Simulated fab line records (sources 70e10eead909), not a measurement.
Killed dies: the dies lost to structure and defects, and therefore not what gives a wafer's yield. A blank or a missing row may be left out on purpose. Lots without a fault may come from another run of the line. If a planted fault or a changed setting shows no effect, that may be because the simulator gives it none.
Which tool is to blame? ; flow nandHarc ; Sampling: 12 lots, 36 wafers, 3 of 1302 route steps

WHAT THE GAUGES READ, wafer by wafer
NHARC_P_GATE_INSPECT_28.
lot;measured;on;rawDefectCount
L075;day 5 08:59;defectInspect-02;12 8 9
L077;day 6 10:56;defectInspect-02;5 8 13
L079;day 7 01:29;defectInspect-01;9 4 3
L081;day 8 10:45;defectInspect-02;4 10 5
L083;day 8 21:05;defectInspect-01;6 9 4
L085;day 9 20:28;defectInspect-02;9 5 7
L087;day 10 06:36;defectInspect-02;12 4 4
L089;day 11 00:23;defectInspect-02;4 7 11
L091;day 12 00:32;defectInspect-02;7 7 7
L093;day 12 20:34;defectInspect-01;4 1 3
L095;day 13 15:55;defectInspect-02;10 12 11
L097;day 14 14:33;defectInspect-01;7 4 5

TOOL THAT RAN EACH LOT (tool first, then ch and the chambers of the sampled wafers, then the start)
lot;NHARC_P_ZERO_WELL_DESCUM_26;NHARC_P_STI_DESCUM_14
L075;rieDiel-02 ch 1,2,3, day 2 08:38;rieDiel-13 ch 0,1,3, day 3 07:54
L077;rieDiel-08 ch 0,3, day 3 04:44;rieDiel-10 ch 0,2, day 4 03:29
L079;rieDiel-08 ch 0,2,3, day 4 00:39;rieDiel-10 ch 0,2,3, day 4 22:32
L081;rieDiel-02 ch 2,3, day 4 20:37;rieDiel-10 ch 0,1, day 5 18:46
L083;rieDiel-08 ch 0,2,3, day 5 16:30;rieDiel-13 ch 0,2,3, day 6 15:43
L085;rieDiel-02 ch 0,1,3, day 6 13:13;rieDiel-06 ch 0,1, day 7 14:05
L087;rieDiel-08 ch 0,1,3, day 7 08:47;rieDiel-10 ch 0,1, day 8 05:03
L089;rieDiel-03 ch 0,3, day 8 04:38;rieDiel-10 ch 1,2, day 9 01:03
L091;rieDiel-02 ch 0,1,3, day 9 01:12;rieDiel-10 ch 0,1, day 9 21:28
L093;rieDiel-02 ch 0,3, day 9 20:44;rieDiel-06 ch 1,2, day 10 16:53
L095;rieDiel-03 ch 1,2,3, day 10 16:41;rieDiel-10 ch 0,2,3, day 11 12:25
L097;rieDiel-03 ch 1,2,3, day 11 12:46;rieDiel-10 ch 0,3, day 12 10:22
- NHARC_P_ZERO_WELL_DESCUM_26: chemistry O2, time 3 s.
- NHARC_P_STI_DESCUM_14: chemistry O2, time 3 s.

THE ANSWER, worked out from the rows above alone
Rule: the usual values come from the lots themselves. Put in order of their means at a reading, lots are off if they are a third of the lots or fewer, leave a main group of 4 or more, and stand apart from it by a gap of 3 or more times the standard deviation of the main group's means; of several such gaps the widest counts. If all means in a main group match to the digits the tables above print for the reading, that group is not used. Also off: a lot with no number at a reading for which 4 or more lots have one. Any other lot the step has rows for is counted as sound.
No lot is off at any reading shown: from this, nothing can be told.

WHAT HAD BEEN PUT IN BY THE SIMULATOR
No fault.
